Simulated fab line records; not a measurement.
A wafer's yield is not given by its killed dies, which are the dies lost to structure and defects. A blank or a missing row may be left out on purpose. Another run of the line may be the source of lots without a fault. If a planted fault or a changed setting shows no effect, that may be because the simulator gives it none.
Matching of chambers || flow nand harc || rie diel-10 running NHARC_A_M0_ETCH_34: 4 sister chambers
The step etches the open film in N2/H2, target depth 40 nm, overetch 12 nm, time 43.94 s. 14 wafers are shown with their chamber, then 7 later ones without.

== EACH WAFER AND ITS CHAMBER ==
{"wafer": "L074.1", "chamber": 1, "showerhead plenum p Torr (Torr)": 2.03, "rf vpp V (V)": 430.3, "bias w (W)": 149.6}
{"wafer": "L074.3", "chamber": 3, "showerhead plenum p Torr (Torr)": 2.20, "rf vpp V (V)": 433.7, "bias w (W)": 150.9}
{"wafer": "L074.4", "chamber": 2, "showerhead plenum p Torr (Torr)": 2.04, "rf vpp V (V)": 430.7, "bias w (W)": 150.2}
{"wafer": "L076.2", "chamber": 1, "showerhead plenum p Torr (Torr)": 2.03, "rf vpp V (V)": 428.5, "bias w (W)": 150.3}
{"wafer": "L076.5", "chamber": 0, "showerhead plenum p Torr (Torr)": 2.13, "rf vpp V (V)": 432.3, "bias w (W)": 149.6}
{"wafer": "L076.6", "chamber": 1, "showerhead plenum p Torr (Torr)": 2.03, "rf vpp V (V)": 430.8, "bias w (W)": 149.3}
{"wafer": "L081.1", "chamber": 0, "showerhead plenum p Torr (Torr)": 2.13, "rf vpp V (V)": 432.9, "bias w (W)": 150.1}
{"wafer": "L081.2", "chamber": 2, "showerhead plenum p Torr (Torr)": 2.04, "rf vpp V (V)": 429.3, "bias w (W)": 150.0}
{"wafer": "L081.5", "chamber": 0, "showerhead plenum p Torr (Torr)": 2.13, "rf vpp V (V)": 432.1, "bias w (W)": 149.2}
{"wafer": "L084.4", "chamber": 0, "showerhead plenum p Torr (Torr)": 2.13, "rf vpp V (V)": 432.4, "bias w (W)": 149.5}
{"wafer": "L084.5", "chamber": 0, "showerhead plenum p Torr (Torr)": 2.12, "rf vpp V (V)": 435.0, "bias w (W)": 150.0}
{"wafer": "L084.6", "chamber": 1, "showerhead plenum p Torr (Torr)": 2.03, "rf vpp V (V)": 429.9, "bias w (W)": 150.0}
{"wafer": "L089.1", "chamber": 3, "showerhead plenum p Torr (Torr)": 2.19, "rf vpp V (V)": 435.3, "bias w (W)": 150.0}
{"wafer": "L089.3", "chamber": 2, "showerhead plenum p Torr (Torr)": 2.03, "rf vpp V (V)": 431.0, "bias w (W)": 149.7}

SIGNATURES, as means of the wafers listed above
{"reading": "showerhead plenum p Torr", "chamber 0": 2.1280, "chamber 1": 2.0300, "chamber 2": 2.0367, "chamber 3": 2.1950, "scatter within a chamber": 0.00443}
{"reading": "rf vpp V", "chamber 0": 432.940, "chamber 1": 429.875, "chamber 2": 430.333, "chamber 3": 434.500, "scatter within a chamber": 1.07}
{"reading": "bias w", "chamber 0": 149.680, "chamber 1": 149.800, "chamber 2": 149.967, "chamber 3": 150.450, "scatter within a chamber": 0.407}
Rule: a wafer's distance from a chamber is the root of the sum, over the readings, of the square of ((its reading less the chamber's mean) divided by the reading's scatter). The wafer belongs to the nearest chamber; if the next one is less than 2 further off, it can't be placed. How the scatter is found: for the shown wafers, subtract from each reading the mean of its chamber, square and add these, divide the total by (wafers less chambers), then take the root.

== WAFERS MISSING THEIR CHAMBER ==
{"wafer": "L089.5", "showerhead plenum p Torr (Torr)": 2.12, "rf vpp V (V)": 432.2, "bias w (W)": 149.4}
{"wafer": "L091.2", "showerhead plenum p Torr (Torr)": 2.12, "rf vpp V (V)": 432.7, "bias w (W)": 150.8}
{"wafer": "L091.4", "showerhead plenum p Torr (Torr)": 2.03, "rf vpp V (V)": 429.5, "bias w (W)": 150.4}
{"wafer": "L091.5", "showerhead plenum p Torr (Torr)": 2.03, "rf vpp V (V)": 430.9, "bias w (W)": 150.4}
{"wafer": "L093.1", "showerhead plenum p Torr (Torr)": 2.19, "rf vpp V (V)": 435.4, "bias w (W)": 150.1}
{"wafer": "L093.4", "showerhead plenum p Torr (Torr)": 2.03, "rf vpp V (V)": 430.4, "bias w (W)": 149.7}
{"wafer": "L093.5", "showerhead plenum p Torr (Torr)": 2.12, "rf vpp V (V)": 431.4, "bias w (W)": 150.2}

== WHICH CHAMBER EACH WENT THROUGH ==
{"wafer": "L089.5", "from the rows above": 0, "in truth": 0}
{"wafer": "L091.2", "from the rows above": 0, "in truth": 0}
{"wafer": "L091.4", "from the rows above": "can't be placed: 1 or 2", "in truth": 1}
{"wafer": "L091.5", "from the rows above": "can't be placed: 1 or 2", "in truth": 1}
{"wafer": "L093.1", "from the rows above": 3, "in truth": 3}
{"wafer": "L093.4", "from the rows above": "can't be placed: 1 or 2", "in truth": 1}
{"wafer": "L093.5", "from the rows above": 0, "in truth": 0}
Correctly placed: 4 of 7. Unplaceable from these rows: 3, with the true chamber sitting among the candidates in 3. Number placed wrongly: 0.
